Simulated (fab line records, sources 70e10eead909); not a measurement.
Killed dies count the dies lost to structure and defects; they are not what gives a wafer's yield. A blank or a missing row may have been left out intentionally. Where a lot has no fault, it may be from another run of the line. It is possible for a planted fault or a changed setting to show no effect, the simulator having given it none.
Matching of chambers :: flow nandHarc :: NHARC_A_CONTACT_DESCUM_13 on rieDiel-07: 4 sister chambers
The step chemistry O2, time 3 s. 4 wafers are shown with their chamber, then 8 later ones without.

WAFERS WITH THEIR CHAMBER
wafer: L084.5
chamber: 2
showerheadPlenumPTorr (Torr): 1.89

wafer: L089.4
chamber: 0
showerheadPlenumPTorr (Torr): 1.86

wafer: L089.5
chamber: 3
showerheadPlenumPTorr (Torr): 2.05

wafer: L091.1
chamber: 1
showerheadPlenumPTorr (Torr): 1.77

WAFERS WITH NO CHAMBER GIVEN
wafer: L091.3
showerheadPlenumPTorr (Torr): 1.85

wafer: L091.4
showerheadPlenumPTorr (Torr): 1.89

wafer: L095.1
showerheadPlenumPTorr (Torr): 1.85

wafer: L095.2
showerheadPlenumPTorr (Torr): 1.89

wafer: L095.4
showerheadPlenumPTorr (Torr): 1.77

wafer: L097.3
showerheadPlenumPTorr (Torr): 1.85

wafer: L097.5
showerheadPlenumPTorr (Torr): 2.04

wafer: L097.6
showerheadPlenumPTorr (Torr): 1.88

WHICH CHAMBER EACH WENT THROUGH
wafer: L091.3
from the rows above: 0
in truth: 0

wafer: L091.4
from the rows above: 2
in truth: 2

wafer: L095.1
from the rows above: 0
in truth: 0

wafer: L095.2
from the rows above: 2
in truth: 2

wafer: L095.4
from the rows above: 1
in truth: 1

wafer: L097.3
from the rows above: 0
in truth: 0

wafer: L097.5
from the rows above: 3
in truth: 3

wafer: L097.6
from the rows above: can't be placed: 2 or 0
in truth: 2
Correctly placed: 7 of 8. These rows do not allow placing 1 (true chamber among the candidates in 1). Number placed wrongly: 0.
How it was worked out, from the rows above alone: a wafer's distance from a chamber is the root of the sum, over the readings, of the square of ((its reading less the chamber's mean) divided by the reading's scatter). If the next closest chamber is less than 2 further off than the closest, the wafer can't be placed; otherwise it belongs to the closest. The mean given for a chamber averages the wafers shown for that chamber. The scatter (one wafer shown for each chamber): square how far every hidden wafer sits from the nearest shown wafer, average those squares and take the square root.
